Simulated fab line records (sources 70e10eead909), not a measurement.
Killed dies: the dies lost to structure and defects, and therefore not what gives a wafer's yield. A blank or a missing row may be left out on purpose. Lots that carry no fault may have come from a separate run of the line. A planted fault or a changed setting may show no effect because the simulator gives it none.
The tool behind it: which one? + flow nand-harc + 72 wafers sampled from 24 lots at 1 step of a route of 1302

== WHAT EACH GAUGE READ, for each wafer ==
NHARC_A_ONON_D2_THK_MEAS_27: measures by ellipsometry.
| lot  | measured     | on            | thk-nm (nm)    |
|------|--------------|---------------|----------------|
| L075 | day 13 07:15 | film-metro-01 | 1002 1001 1002 |
| L074 | day 13 07:16 | film-metro-02 | 981 981 982    |
| L076 | day 13 15:18 | film-metro-01 | 997 997 999    |
| L077 | day 14 04:42 | film-metro-02 | 995 998 998    |
| L078 | day 14 17:54 | film-metro-01 | 1012 1010 1010 |
| L079 | day 14 17:56 | film-metro-02 | 1018 1016 1017 |
| L082 | day 16 01:23 | film-metro-01 | 987 987 989    |
| L080 | day 16 01:25 | film-metro-02 | 1004 1004 1004 |
| L081 | day 16 07:20 | film-metro-02 | 1013 1013 1012 |
| L083 | day 17 06:28 | film-metro-01 | 984 983 984    |
| L085 | day 17 14:02 | film-metro-01 | 990 988 987    |
| L084 | day 17 14:02 | film-metro-02 | 995 992 994    |
| L086 | day 18 14:23 | film-metro-01 | 1012 1014 1012 |
| L088 | day 19 04:58 | film-metro-02 | 984 981 981    |
| L087 | day 19 04:58 | film-metro-01 | 999 999 998    |
| L089 | day 19 16:32 | film-metro-01 | 995 996 996    |
| L091 | day 19 16:37 | film-metro-02 | 1007 1004 1003 |
| L090 | day 19 16:50 | film-metro-02 | 1004 1006 1005 |
| L092 | day 20 05:31 | film-metro-01 | 999 1002 1002  |
| L094 | day 21 07:50 | film-metro-02 | 995 997 995    |
| L093 | day 21 07:50 | film-metro-01 | 994 993 995    |
| L095 | day 21 07:50 | film-metro-02 | 993 994 994    |
| L096 | day 22 03:22 | film-metro-02 | 1005 1004 1002 |
| L097 | day 22 16:24 | film-metro-01 | 991 991 991    |

== TOOL THAT RAN EACH LOT (tool first, then ch and the chambers of the sampled wafers, then the start) ==
There is no process step in the record ahead of these readings.

== AS READ BY THE TOOLS THEMSELVES (means over the sampled wafers that have a number; for cases with no such wafer, the mark the record gives instead) ==
The record holds no such reading with a usual standard deviation.

== THE ANSWER, worked out from the rows above alone ==
Rule: the usual values come from the lots themselves. The widest of any qualifying gaps counts: lots, ordered by their means at a reading, are off when they make up no more than a third of the lots, leave a main group of 4 or more, and stand apart from it by 3 or more times the standard deviation of that group's means. If all means in a main group match to the digits the tables above print for the reading, that group is not used. A lot without any number at a reading at which 4 lots or more have one is off too. The other lots that the step has rows for count as sound. The gauges are gone through in route order, then the tools' own readings, and for those a lot's mean is taken as printed above. The first step at which some lot is off is used, and at that step the reading that is off furthest; a lot without a number counts as furthest.
No lot is off on any of the readings shown, so nothing can be concluded from this.

== WHAT HAD BEEN PUT IN BY THE SIMULATOR ==
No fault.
